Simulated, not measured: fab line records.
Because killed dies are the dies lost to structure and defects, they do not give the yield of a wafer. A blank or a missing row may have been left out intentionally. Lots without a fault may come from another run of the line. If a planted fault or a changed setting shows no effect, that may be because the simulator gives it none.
fab line records + flow nandHarc
[record]
- lots = 6
- wafers = 18
- lastDay = 24
route steps=1159 shown P_M1@298 END@1159
lots with no fault: from the same line, run without faults
startH: hours from the record's first day to the start of the lot's first wafer shown + waitH: hours from the lot's prior step to this one + " the same as in the row above + L1.1+2: a row that stands for several wafers + - value missing, or start not given + * or withheld: withheld + < > ~ a bound
route shown NAME@n: NAME is a module with steps in the file, n the number in the route of the first one + usual: the fault-free wafers' mean and standard deviation + same: alike in all rows + chamber/n: place in a boat + sites: readings site by site + _std_site: the values' standard deviation + _edge_site: inner sites' mean taken away from outer sites' mean + radiusMm: for every site, how far away it sits from the centre of the wafer + mask NAME#n: copy n + behind: the last tool/chamber to shape the wafer + hold: what put the lot on hold/how long, in hours/how the hold closed + device: whichever transistor did not switch (one of n, p or np) + end of line: the same wafers' tests at the end of the route + for a step that has no rows: nothing shown but its recipe + killed: dies that structure and defects cost at the first sort, which is not the same as the wafer's yield + map: dies across one wafer; x = killed, . = not, _ = none there
set.NAME: setting as actually run; set.NAME@STEP: the setting as run at that earlier step + model.NAME: the simulator's own value behind a step, which no gauge read
lots seen at some steps along the route; tables by step, rows by wafer
services: from which hour (startH, from the record's first day; less than 0 if before it) a tool's chamber was out of use, for how many hours, and why
[[steps]]
[step NHARC_P_M1_DESCUM_14]
[recipe]
- timeS = 3
- o2FlowSccm = 200
- arFlowSccm = 0
- biasPowerW = 0
- chemistry = O2
[usual]
- drypumpMotorCurrentA = 5.8/0.35
- oesProductAu = 1.005/0.012
- rfVppV = 57.9/0.92
- showerheadPlenumPTorr = 1.93/0.079
- throttleValvePct = 11.312/0.0076
| lot.wafer | tool       | chamber | startH | waitH | drypumpMotorCurrentA | oesProductAu | rfHoursCounterH | rfVppV | showerheadPlenumPTorr | throttleValvePct |
|-----------|------------|---------|--------|-------|----------------------|--------------|-----------------|--------|-----------------------|------------------|
| L289.4    | rieDiel-08 | 0       | 149.70 | 0.1   | 5.5                  | 0.985        | 1.6             | 58.5   | 1.84                  | 11.310           |
| L289.1    | "          | 1       | "      | "     | 5.6                  | 1.002        | 1.7             | 57.5   | 1.96                  | 11.302           |
| L289.2    | "          | 3       | "      | "     | 5.8                  | 0.995        | 1.5             | 58.8   | 1.80                  | 11.318           |
| L292.4    | rieDiel-03 | 1       | 159.05 | 0.1   | 6.1                  | 0.987        | 6.0             | 58.3   | 1.98                  | 11.307           |
| L292.2    | "          | 3       | "      | "     | 5.5                  | 1.025        | 6.8             | 57.8   | 2.04                  | 11.304           |
| L292.6    | "          | 1       | "      | "     | 6.1                  | 0.996        | -               | 58.8   | 1.98                  | 11.306           |
| L303.4    | rieDiel-02 | 3       | 219.97 | 0.1   | 5.9                  | 0.989        | 1.5             | 58.4   | 1.93                  | 11.320           |
| L303.6    | "          | 1       | "      | "     | 6.4                  | 1.011        | -               | 58.2   | 1.90                  | 11.331           |
| L303.5    | "          | 2       | "      | "     | 5.2                  | 0.993        | -               | 58.3   | 2.04                  | 11.314           |
| L302.1    | rieDiel-08 | 0       | 221.23 | 0.1   | 5.5                  | 0.995        | 6.9             | 57.1   | 1.84                  | 11.314           |
| L302.2    | "          | 2       | "      | "     | 5.6                  | 1.011        | 5.7             | 57.2   | 2.05                  | 11.315           |
| L302.5    | "          | 1       | "      | "     | 5.6                  | 1.015        | -               | 57.7   | 1.96                  | 11.305           |
| L308.1    | rieDiel-08 | 2       | 251.71 | 0.1   | 5.6                  | 1.005        | 6.8             | 57.9   | 2.05                  | 11.318           |
| L308.4    | "          | 3       | "      | "     | 5.8                  | 1.002        | 7.6             | 58.2   | 1.79                  | 11.317           |
| L308.2    | "          | 0       | "      | "     | 5.5                  | 0.991        | 8.6             | 56.9   | 1.84                  | 11.329           |
| L309.3    | rieDiel-03 | 0       | 256.60 | 0.1   | 5.9                  | 0.997        | 3.4             | 58.9   | 1.90                  | 11.307           |
| L309.6    | "          | 2       | "      | "     | 6.0                  | 0.993        | -               | 58.7   | 1.84                  | 11.308           |
| L309.5    | "          | 3       | "      | "     | 5.5                  | 1.018        | -               | 59.1   | 2.03                  | 11.307           |
[step NHARC_P_M1_ETCH_35]
[recipe]
- targetDepthA = 400
- overetchA = 120
- timeS = 43.94
- ionEnergyEv = 200
- n2FlowSccm = 150
- h2FlowSccm = 150
- arFlowSccm = 0
- rfW = 400
- biasW = 150
- chemistry = N2/H2
[step NHARC_P_M1_ETCH_15]
[recipe]
- targetDepthA = 1825
- timeS = 91.2
- c4f8FlowSccm = withheld
- arFlowSccm = 400
- rfW = 600
- biasW = 300
- chemistry = C4F8/Ar
[usual]
- oesProductAu = 0.959/0.023
- rfVppV = 441.3/2.5
| lot.wafer | tool       | chamber | startH | waitH | oesProductAu | rfHoursCounterH | rfVppV |
|-----------|------------|---------|--------|-------|--------------|-----------------|--------|
| L289.2    | rieDiel-08 | 2       | -      | -     | 0.980        | 1.5             | 445.4  |
| L289.4    | "          | 3       | "      | "     | 0.986        | 1.5             | 437.2  |
| L289.1    | "          | 1       | "      | "     | 0.980        | 1.7             | 442.7  |
| L292.4    | rieDiel-03 | 1       | -      | -     | 0.915        | 6.0             | 443.9  |
| L292.2    | "          | 3       | "      | "     | 0.941        | 6.9             | 444.5  |
| L292.6    | "          | 1       | "      | "     | 0.909        | -               | 442.9  |
| L303.4    | rieDiel-02 | 0       | -      | -     | 0.995        | 1.5             | 440.5  |
| L303.5    | "          | 2       | "      | "     | 0.961        | -               | 444.7  |
| L303.6    | "          | 3       | "      | "     | 0.972        | -               | 441.6  |
| L302.2    | rieDiel-08 | 0       | -      | -     | 0.965        | 6.9             | 439.5  |
| L302.1    | "          | 1       | "      | "     | 0.973        | 6.5             | 443.2  |
| L302.5    | "          | 0       | "      | "     | 0.947        | -               | 437.0  |
| L308.1    | rieDiel-08 | 0       | -      | -     | 0.906        | 8.6             | 438.1  |
| L308.4    | "          | 2       | "      | "     | 0.919        | 6.8             | 445.3  |
| L308.2    | "          | 3       | "      | "     | 0.930        | 7.6             | 437.4  |
| L309.3    | rieDiel-03 | 0       | -      | -     | 0.971        | 3.4             | 440.1  |
| L309.5    | "          | 0       | "      | "     | 0.976        | -               | 440.2  |
| L309.6    | "          | 1       | "      | "     | 0.971        | -               | 442.6  |
[step NHARC_P_M1_CD_MEAS_16]
[usual]
- cdNm = 130.2/0.76
| lot.wafer | tool     | chamber | startH | waitH | cdNm  |
|-----------|----------|---------|--------|-------|-------|
| L289.1    | cdSem-02 | -       | 150.01 | -     | 129.8 |
| L289.2    | "        | -       | "      | "     | 130.1 |
| L289.4    | "        | -       | "      | "     | 129.8 |
| L292.2    | cdSem-02 | -       | 159.36 | -     | 130.5 |
| L292.4    | "        | -       | "      | "     | 130.3 |
| L292.6    | "        | -       | "      | "     | 130.1 |
| L303.4    | cdSem-03 | -       | 220.27 | -     | 129.4 |
| L303.5    | "        | -       | "      | "     | 130.1 |
| L303.6    | "        | -       | "      | "     | 130.5 |
| L302.1    | cdSem-03 | -       | 221.54 | -     | 131.0 |
| L302.2    | "        | -       | "      | "     | 130.1 |
| L302.5    | "        | -       | "      | "     | 131.3 |
| L308.1    | cdSem-03 | -       | 252.01 | -     | 130.7 |
| L308.2    | "        | -       | "      | "     | 130.1 |
| L308.4    | "        | -       | "      | "     | 131.5 |
| L309.3    | cdSem-01 | -       | 256.89 | -     | 130.6 |
| L309.5    | "        | -       | "      | "     | 129.3 |
| L309.6    | "        | -       | "      | "     | 129.5 |
[step NHARC_P_M1_STRIP_18]
[recipe]
- powerW = 1000
- n2FlowSccm = 150
- h2FlowSccm = 150
- arFlowSccm = 0
- biasW = 0
- chemistry = N2/H2
[step NHARC_P_M1_ETCH_28]
[recipe]
- targetDepthA = 300
- overEtchFrac = 0.3
- timeS = 72.99
- ionEnergyEv = 150
- cf4FlowSccm = 50
- n2FlowSccm = 100
- arFlowSccm = 150
- rfW = 300
- biasW = 100
- chemistry = CF4/N2
[usual]
- drypumpMotorCurrentA = 5.77/0.29
- oesProductAu = 1.003/0.012
- rfVppV = 314.3/2.1
- showerheadPlenumPTorr = 2.64/0.11
- throttleValvePct = 19.795/0.0085
| lot.wafer | tool       | chamber | startH | waitH | drypumpMotorCurrentA | oesProductAu | rfHoursCounterH | rfVppV | showerheadPlenumPTorr | throttleValvePct |
|-----------|------------|---------|--------|-------|----------------------|--------------|-----------------|--------|-----------------------|------------------|
| L289.1    | rieDiel-08 | 3       | -      | -     | 5.78                 | 0.998        | 1.6             | 311.9  | 2.47                  | 19.790           |
| L289.4    | "          | 0       | "      | "     | 5.50                 | 0.993        | 1.7             | 312.8  | 2.53                  | 19.796           |
| L289.2    | "          | 1       | "      | "     | 5.63                 | 1.011        | 1.8             | 315.0  | 2.69                  | 19.797           |
| L292.4    | rieDiel-03 | 2       | -      | -     | 5.99                 | 0.997        | 6.4             | 314.1  | 2.53                  | 19.794           |
| L292.2    | "          | 3       | "      | "     | 5.54                 | 1.017        | 6.9             | 317.5  | 2.78                  | 19.799           |
| L292.6    | "          | 1       | "      | "     | 6.16                 | 0.989        | -               | 315.9  | 2.71                  | 19.793           |
| L303.4    | rieDiel-08 | 3       | -      | -     | 5.80                 | 1.023        | 6.1             | 310.6  | 2.47                  | 19.798           |
| L303.6    | "          | 0       | "      | "     | 5.52                 | 1.010        | -               | 313.7  | 2.53                  | 19.793           |
| L303.5    | "          | 1       | "      | "     | 5.61                 | 1.011        | -               | 314.7  | 2.69                  | 19.806           |
| L302.2    | rieDiel-08 | 0       | -      | -     | 5.52                 | 0.983        | 7.0             | 311.3  | 2.53                  | 19.803           |
| L302.1    | "          | 2       | "      | "     | 5.58                 | 0.995        | 5.8             | 316.7  | 2.81                  | 19.793           |
| L302.5    | "          | 3       | "      | "     | 5.78                 | 1.009        | -               | 311.0  | 2.47                  | 19.796           |
| L308.1    | rieDiel-02 | 2       | -      | -     | 5.14                 | 1.007        | 2.3             | 317.6  | 2.79                  | 19.798           |
| L308.4    | "          | 0       | "      | "     | 5.83                 | 1.014        | 2.5             | 312.3  | 2.56                  | 19.782           |
| L308.2    | "          | 1       | "      | "     | 6.42                 | 1.028        | 2.5             | 313.2  | 2.61                  | 19.778           |
| L309.3    | rieDiel-02 | 0       | -      | -     | 5.82                 | 1.014        | 2.6             | 314.9  | 2.56                  | 19.796           |
| L309.6    | "          | 0       | "      | "     | 5.82                 | 1.013        | -               | 312.5  | 2.56                  | 19.810           |
| L309.5    | "          | 1       | "      | "     | 6.38                 | 1.024        | -               | 314.4  | 2.61                  | 19.801           |
[step NHARC_P_M1_STRIP_19]
[recipe]
- timeS = 600
- tempC = 30
- chemistry = postEtchResidueRemover
[step NHARC_P_M1_DEGAS_29]
[recipe]
- tempC = 250
- timeS = 60
[step NHARC_P_M1_PRE_CLEAN_30]
[recipe]
- timeS = 30
- tempC = 280
- gas = H2/He
[step NHARC_P_M1_PVD_20]
[recipe]
- targetThkA = 50
- biasV = 168.6
- powerW = 15000
- chamberPressurePa = 0.12
- timeS = 8.06
- substrateTempC = 50
- material = TaN
[usual]
- throttleValvePct = 29.7/1.5
| lot.wafer | tool          | chamber | startH | waitH | throttleValvePct |
|-----------|---------------|---------|--------|-------|------------------|
| L289.1    | pvdSputter-01 | -       | -      | -     | 28.8             |
| L289.2    | "             | -       | "      | "     | 27.7             |
| L289.4    | "             | -       | "      | "     | 30.4             |
| L292.2    | pvdSputter-02 | -       | -      | -     | 28.2             |
| L292.4    | "             | -       | "      | "     | 29.1             |
| L292.6    | "             | -       | "      | "     | 28.0             |
| L303.4    | pvdSputter-01 | -       | -      | -     | 30.9             |
| L303.5    | "             | -       | "      | "     | 27.5             |
| L303.6    | "             | -       | "      | "     | 30.7             |
| L302.1    | pvdSputter-01 | -       | -      | -     | 30.5             |
| L302.2    | "             | -       | "      | "     | 27.6             |
| L302.5    | "             | -       | "      | "     | 30.7             |
| L308.2    | pvdSputter-01 | -       | -      | -     | 30.6             |
| L308.1    | "             | -       | "      | "     | 27.8             |
| L308.4    | "             | -       | "      | "     | 30.4             |
| L309.3    | pvdSputter-03 | -       | -      | -     | 32.1             |
| L309.6    | "             | -       | "      | "     | 32.2             |
| L309.5    | "             | -       | "      | "     | 28.6             |
[step NHARC_P_M1_PVD_21]
[recipe]
- targetThkA = 300
- chamberPressurePa = 5
- powerW = 5000
- substrateTempC = 30
- timeS = 20.49
- material = Cu
[step NHARC_P_M1_ECD_22]
[recipe]
- targetThkA = 4000
- bathTempC = 25
- material = Cu
[step NHARC_P_M1_ANNEAL_31]
[recipe]
- tempC = 225
- timeS = 90
[usual]
- annealTempC = 224.97/0.17
- annealTempCMax = 226.21/0.26
- wafer_temp_C_max = 226.1/0.32
| lot.wafer | tool         | chamber | startH | waitH | annealTempC | annealTempCMax | wafer_temp_C_max |
|-----------|--------------|---------|--------|-------|-------------|----------------|------------------|
| L289.1    | rtpAnneal-02 | 0       | 151.60 | -     | 224.86      | 226.03         | 225.8            |
| L289.2    | "            | 0       | "      | "     | 224.85      | 225.85         | 225.6            |
| L289.4    | "            | 0       | "      | "     | 224.88      | 226.14         | 226.0            |
| L292.2    | rtpAnneal-01 | 0       | 161.08 | -     | 225.46      | 226.50         | 226.1            |
| L292.4    | "            | 0       | "      | "     | 225.13      | 226.41         | 226.4            |
| L292.6    | "            | 0       | "      | "     | 225.33      | 226.49         | 226.2            |
| L303.4    | rtpAnneal-01 | -       | 221.91 | 0.4   | -           | -              | -                |
| L303.5    | "            | -       | "      | "     | -           | -              | -                |
| L303.6    | "            | -       | "      | "     | -           | -              | -                |
| L302.1    | rtpAnneal-02 | -       | 223.52 | 0.4   | -           | -              | -                |
| L302.2    | "            | -       | "      | "     | -           | -              | -                |
| L302.5    | "            | -       | "      | "     | -           | -              | -                |
| L308.1    | rtpAnneal-01 | 0       | 253.47 | 0.3   | 224.97      | 226.20         | 226.6            |
| L308.2    | "            | 0       | "      | "     | 224.86      | 225.98         | 226.1            |
| L308.4    | "            | 0       | "      | "     | 224.81      | 225.98         | 226.1            |
| L309.3    | rtpAnneal-02 | 0       | 258.95 | -     | 224.76      | 226.17         | 225.8            |
| L309.5    | "            | 0       | "      | "     | 224.96      | 225.88         | 226.0            |
| L309.6    | "            | 0       | "      | "     | 224.89      | 226.09         | 225.8            |
[step NHARC_P_M1_CMP_23]
[recipe]
- tOverpolishS = 20
- targetThkNm = 157.82
[usual]
- motorCurrentA = 11.5/1.1
- timeToEndpointS = 27.9/2.7
| lot.wafer | tool   | chamber | startH | waitH | motorCurrentA | timeToEndpointS |
|-----------|--------|---------|--------|-------|---------------|-----------------|
| L289.4    | cmp-01 | 3       | 151.94 | -     | 11.4          | 32.4            |
| L289.1    | "      | 0       | "      | "     | 11.5          | 27.2            |
| L289.2    | "      | 1       | "      | "     | 11.0          | 28.7            |
| L292.2    | cmp-01 | 2       | 161.42 | -     | 13.0          | 29.5            |
| L292.4    | "      | 3       | "      | "     | 11.8          | 27.1            |
| L292.6    | "      | 1       | "      | "     | 11.5          | 25.2            |
| L303.4    | cmp-04 | 1       | 222.13 | -     | 10.6          | 26.7            |
| L303.5    | "      | 0       | "      | "     | 11.9          | 27.5            |
| L303.6    | "      | 1       | "      | "     | 11.5          | 29.2            |
| L302.1    | cmp-01 | 0       | 223.86 | -     | 12.4          | 30.0            |
| L302.2    | "      | 3       | "      | "     | 11.1          | 33.5            |
| L302.5    | "      | 0       | "      | "     | 12.1          | 27.4            |
| L308.2    | cmp-04 | 2       | 253.81 | -     | 10.3          | 28.4            |
| L308.1    | "      | 3       | "      | "     | 11.9          | 26.0            |
| L308.4    | "      | 0       | "      | "     | 11.6          | 26.5            |
| L309.3    | cmp-04 | 2       | 259.25 | -     | 10.7          | 27.5            |
| L309.5    | "      | 0       | "      | "     | 11.4          | 26.8            |
| L309.6    | "      | 1       | "      | "     | 11.9          | 25.8            |
[step NHARC_END_SORT_01]
[recipe]
- tempC = 25
[usual]
- defectLimitedYield = 95.1/1.6
- killedAtArray = 29/11
- killedAtOther = 0.7/1.1
- killedAtPeriphery = 2.9/2.2
- killedDies = 33/11
- killedOpen = 3.1/1.8
- killedShort = 1.9/1.4
- sort_bin_2_pct = 1.6/0.64
- sort_bin_3_pct = 0.26/0.18
- sort_bin_4_pct = 3.1/1.1
- sortNPass = 644/11
- sortRimYieldPct = 95.7/2.8
- sortYieldPct = 95.1/1.6
[same]
- grossDies = 677
- sort_bin_5_pct[%] = 0
- sort_bin_6_pct[%] = 0
- sort_bin_7_pct[%] = 0
- sort_bin_8_pct[%] = 0
- sortRimNGross = 106.00
| lot.wafer | tool      | chamber | startH | waitH | defectLimitedYield[%] | killedAtArray | killedAtOther | killedAtPeriphery | killedDies | killedOpen | killedShort | sort_bin_2_pct[%] | sort_bin_3_pct[%] | sort_bin_4_pct[%] | sortNPass | sortRimYieldPct[%] | sortYieldPct[%] |
|-----------|-----------|---------|--------|-------|-----------------------|---------------|---------------|-------------------|------------|------------|-------------|-------------------|-------------------|-------------------|-----------|--------------------|-----------------|
| L289.1    | prober-02 | 0       | 469.10 | 2.5   | 96.9                  | 19            | 0             | 2                 | 21         | 3          | 1           | 1.5               | 0.15              | 1.5               | 656       | 96.2               | 96.9            |
| L289.2    | prober-02 | 0       | 469.90 | 2.8   | 94.4                  | 35            | 1             | 2                 | 38         | 8          | 6           | 1.5               | 0.44              | 3.7               | 639       | 99.1               | 94.4            |
| L289.4    | prober-02 | 0       | 471.50 | 3.4   | 96.8                  | 19            | 0             | 3                 | 22         | 2          | 3           | 1.3               | 0.30              | 1.6               | 655       | 97.2               | 96.8            |
| L302.1    | prober-01 | 0       | 534.15 | 2.5   | 89.5                  | 44            | 0             | 27                | 71         | 4          | 1           | 5.3               | 0.44              | 4.7               | 606       | 96.2               | 89.5            |
| L302.2    | prober-01 | 0       | 534.94 | 2.8   | 89.7                  | 36            | 0             | 34                | 70         | 0          | 4           | 6.5               | 0.74              | 3.1               | 607       | 89.6               | 89.7            |
| L302.5    | prober-01 | 0       | 537.32 | 3.7   | 88.0                  | 51            | 0             | 30                | 81         | 5          | 3           | 6.6               | 0.59              | 4.7               | 596       | 91.5               | 88.0            |
| L303.4    | prober-02 | 0       | 536.58 | 3.4   | 92.5                  | 26            | 1             | 24                | 51         | 5          | 5           | 4.9               | 0.15              | 2.5               | 626       | 83.0               | 92.5            |
| L303.5    | prober-02 | 0       | 537.39 | 3.7   | 94.8                  | 20            | 1             | 14                | 35         | 1          | 2           | 3.0               | 0.15              | 2.1               | 642       | 89.6               | 94.8            |
| L303.6    | prober-02 | 0       | 538.20 | 4.0   | 91.6                  | 22            | 1             | 34                | 57         | 2          | 3           | 5.6               | 0.15              | 2.7               | 620       | 76.4               | 91.6            |
| L308.1    | prober-01 | 0       | 570.79 | 2.5   | 95.6                  | 26            | 0             | 4                 | 30         | 6          | 2           | 1.5               | 0.44              | 2.5               | 647       | 95.3               | 95.6            |
| L309.3    | prober-02 | 0       | 570.88 | 3.1   | 94.5                  | 28            | 5             | 4                 | 37         | 2          | 2           | 1.5               | 0.59              | 3.4               | 640       | 100.0              | 94.5            |
| L309.5    | prober-02 | 0       | 572.50 | 3.7   | 93.4                  | 39            | 3             | 3                 | 45         | 2          | 1           | 2.1               | 0.59              | 4.0               | 632       | 93.4               | 93.4            |
| L309.6    | prober-02 | 0       | 573.32 | 4.1   | 93.9                  | 36            | 3             | 2                 | 41         | 6          | 5           | 1.8               | 0.30              | 4.0               | 636       | 96.2               | 93.9            |
// killed by level:class
L289.1 A_CHANNEL_HOLE_D1:chamberFilmFlake=10 A_CONTACT:chamberFilmFlake=3 P_CONTACT:geometricParticle:open=1 A_ONON_D1:geometricParticle:open=1 A_CONTACT:geometricParticle:open=1 A_M1:geometricParticle:short=1 P_M2:chamberFilmFlake=1 A_ZERO_WELL:chamberFilmFlake=1
L289.2 A_CHANNEL_HOLE_D1:chamberFilmFlake=17 A_ONON_D1:geometricParticle:short=2 A_CHANNEL_FILL_D1:geometricParticle:open=2 A_WL_FILL:geometricParticle:open=2 A_CONTACT:geometricParticle:open=2 A_ZERO_WELL:chamberFilmFlake=2 A_CONTACT:chamberFilmFlake=2 P_M0:geometricParticle:open=1
L289.4 A_CHANNEL_HOLE_D1:chamberFilmFlake=13 A_WL_FILL:geometricParticle:short=2 P_CONTACT:geometricParticle:open=1 A_WL_FILL:geometricParticle:open=1 A_M1:geometricParticle:short=1 P_GATE:chamberFilmFlake=1 P_BONDPAD:chamberFilmFlake=1 A_STAIRCASE:chamberFilmFlake=1
L302.1 P_M1:areaAnneal=26 A_CHANNEL_HOLE_D1:chamberFilmFlake=15 A_SLIT:chamberFilmFlake=14 A_STAIRCASE:chamberFilmFlake=6 A_CONTACT:chamberFilmFlake=4 P_M0:geometricParticle:open=1 A_CHANNEL_FILL_D1:geometricParticle:open=1 A_CONTACT:geometricParticle:open=1
L302.2 P_M1:areaAnneal=32 A_CHANNEL_HOLE_D1:chamberFilmFlake=15 A_SLIT:chamberFilmFlake=14 A_STAIRCASE:chamberFilmFlake=2 P_CONTACT:geometricParticle:short=1 A_CHANNEL_FILL_D1:geometricParticle:short=1 A_STAIRCASE:geometricParticle:short=1 A_CONTACT:geometricParticle:short=1
L303.4 P_M1:areaAnneal=23 A_SLIT:chamberFilmFlake=6 A_CONTACT:chamberFilmFlake=4 A_CHANNEL_HOLE_D1:chamberFilmFlake=3 A_STAIRCASE:chamberFilmFlake=3 A_ONON_D1:geometricParticle:short=2 A_SOURCE_PLATE:geometricParticle:short=1 A_ONON_D1:geometricParticle:open=1
L302.5 P_M1:areaAnneal=25 A_CHANNEL_HOLE_D1:chamberFilmFlake=23 A_SLIT:chamberFilmFlake=20 P_CONTACT:geometricParticle:open=2 A_ONON_D1:geometricParticle:open=2 A_CONTACT:chamberFilmFlake=2 P_CONTACT:geometricParticle:short=1 A_ONON_D1:geometricParticle:short=1
L303.5 P_M1:areaAnneal=14 A_CHANNEL_HOLE_D1:chamberFilmFlake=7 A_SLIT:chamberFilmFlake=6 A_STAIRCASE:chamberFilmFlake=2 A_CONTACT:chamberFilmFlake=2 A_CHANNEL_FILL_D1:geometricParticle:short=1 A_STAIRCASE:geometricParticle:short=1 A_M1:geometricParticle:open=1
L303.6 P_M1:areaAnneal=32 A_CHANNEL_HOLE_D1:chamberFilmFlake=7 A_SLIT:chamberFilmFlake=6 A_SOURCE_PLATE:geometricParticle:short=3 A_CONTACT:chamberFilmFlake=3 A_STAIRCASE:chamberFilmFlake=2 P_M0:geometricParticle:open=1 A_CONTACT:geometricParticle:open=1
L308.1 A_SLIT:chamberFilmFlake=15 A_STAIRCASE:chamberFilmFlake=4 P_CONTACT:geometricParticle:open=2 A_M0:geometricParticle:open=2 P_CONTACT:geometricParticle:short=1 A_ONON_D1:geometricParticle:open=1 A_WL_FILL:geometricParticle:short=1 A_CONTACT:geometricParticle:open=1
L309.3 A_SLIT:chamberFilmFlake=18 A_CHANNEL_HOLE_D1:chamberFilmFlake=6 HYBRID_BOND:chamberFilmFlake=4 A_WL_FILL:chamberFilmFlake=2 P_STI:geometricParticle:short=1 P_GATE:geometricParticle:open=1 P_M0:geometricParticle:short=1 A_WL_FILL:geometricParticle:open=1
L309.5 A_SLIT:chamberFilmFlake=17 A_CHANNEL_HOLE_D1:chamberFilmFlake=9 A_WL_FILL:chamberFilmFlake=5 A_STAIRCASE:chamberFilmFlake=3 A_CONTACT:chamberFilmFlake=2 HYBRID_BOND:chamberFilmFlake=2 P_CONTACT:geometricParticle:open=1 A_CHANNEL_FILL_D1:geometricParticle:open=1
L309.6 A_SLIT:chamberFilmFlake=16 A_CHANNEL_HOLE_D1:chamberFilmFlake=8 HYBRID_BOND:chamberFilmFlake=3 A_ONON_D1:geometricParticle:open=2 P_CONTACT:geometricParticle:open=1 P_M0:geometricParticle:open=1 A_SGD_CUT:geometricParticle:short=1 A_WL_FILL:geometricParticle:short=1
// map L302.5 (x killed, . not)
____________.____________
_________.x.xx.._________
_______....x.x...._______
______....xxxxx....______
_____.....xxxx......_____
____....x....xx......____
____.....x.xxx.x.....____
___.........x.........___
___.......x...x.......___
__.....................__
__...............x.....__
_..........x.....x......_
_......................._
_......................._
_........x..x..x........_
_......................._
...........x..xx.x.......
.....x......x............
............x.x.........x
..................x...x..
.........x........x......
_............x.....x...._
_.....................x._
_.........x....x.......x_
_......................._
_..............x........_
__.....x.....xxx...x.x.__
__....x................__
___.x..xx....x.....x..___
___..x.xx.............___
____xx.x..........x..____
____..x.xxx..........____
_____.xxxx.........._____
______......x......______
_______.x........._______
_________x......_________
____________.____________
// map L303.6 (x killed, . not)
____________x____________
_________xx....._________
_______.xxxx..x..x_______
______.....x.......______
_____x..........x.x._____
____x................____
____.................____
___..xx...............___
___.................x.___
__..x..................__
__.....................__
_.x........x..x........._
_x......................_
_....x.................._
_......................._
_..........x.x..x......x_
.........................
...........x.............
........................x
.........................
..x......................
_x....x................._
_.............x........._
_.............x.xx.....x_
_x........x....xx.x....._
_......................._
__.x...................__
__.x...................__
___...................___
___.x..............x..___
____...x.............____
____.................____
_____..............x_____
______x..x.........______
_______xxx.....x.._______
_________.x.x.x._________
____________.____________
[[services]]
| tool          | chamber | startH | hours | kind   |
|---------------|---------|--------|-------|--------|
| rieDiel-08    | 0       | 133.80 | -     | clean  |
| rieDiel-08    | 1       | 133.80 | -     | clean  |
| rieDiel-08    | 2       | 133.80 | -     | clean  |
| rieDiel-08    | 3       | 133.80 | -     | clean  |
| rieDiel-03    | 2       | 134.41 | 12.3  | repair |
| cmp-01        | -       | 135.30 | 1.8   | repair |
| cmp-04        | -       | 141.22 | 0.3   | repair |
| rieDiel-02    | 3       | 142.40 | 8.7   | repair |
| rieDiel-02    | -       | 150.70 | 9.0   | pm     |
| pvdSputter-01 | -       | 158.01 | 10.0  | pm     |
| rieDiel-08    | 0       | 158.30 | -     | clean  |
| pvdSputter-01 | -       | 169.99 | 10.7  | repair |
| cmp-01        | -       | 171.79 | 0.9   | repair |
| pvdSputter-02 | -       | 174.14 | 7.8   | repair |
| cmp-01        | -       | 180.74 | 4.0   | pm     |
| pvdSputter-01 | -       | 184.48 | 9.0   | repair |
| cmp-01        | -       | 186.12 | 3.9   | repair |
| cmp-04        | -       | 192.83 | 1.1   | repair |
| cmp-04        | -       | 203.00 | 4.0   | pm     |
| rieDiel-02    | 2       | 206.69 | 10.9  | repair |
| pvdSputter-02 | -       | 214.01 | 10.0  | pm     |
| rieDiel-03    | -       | 215.30 | 9.0   | pm     |
| cmp-01        | -       | 238.99 | 1.2   | repair |
| pvdSputter-03 | -       | 243.63 | 3.9   | repair |
[[key]]
[firstSign]
- step = NHARC_P_M1_ANNEAL_31
- reading = toolRecord
- direction = missing
[effect]
- step = NHARC_END_SORT_01
- reading = killedAtPeriphery
- direction = up
- sigmas = 11
- usual = 2.9
- struck = 27.2
[moreKillsBornAt]
- NHARC_P_M1_ANNEAL_31@rtpAnneal-02 = 83
- NHARC_P_M1_ANNEAL_31@rtpAnneal-01 = 69
metAt NHARC_P_M1_ANNEAL_31
struckWafers L302.1,L302.2,L302.5,L303.4,L303.5,L303.6
onsetBetween 161.08 221.91
[fault]
- kind = skippedStepWhole
- tool = rtpAnneal-01,rtpAnneal-02
- chamber = -
- onsetH = 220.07
- steps = NHARC_P_M1_ANNEAL_31
- scope = struckLotsOnly
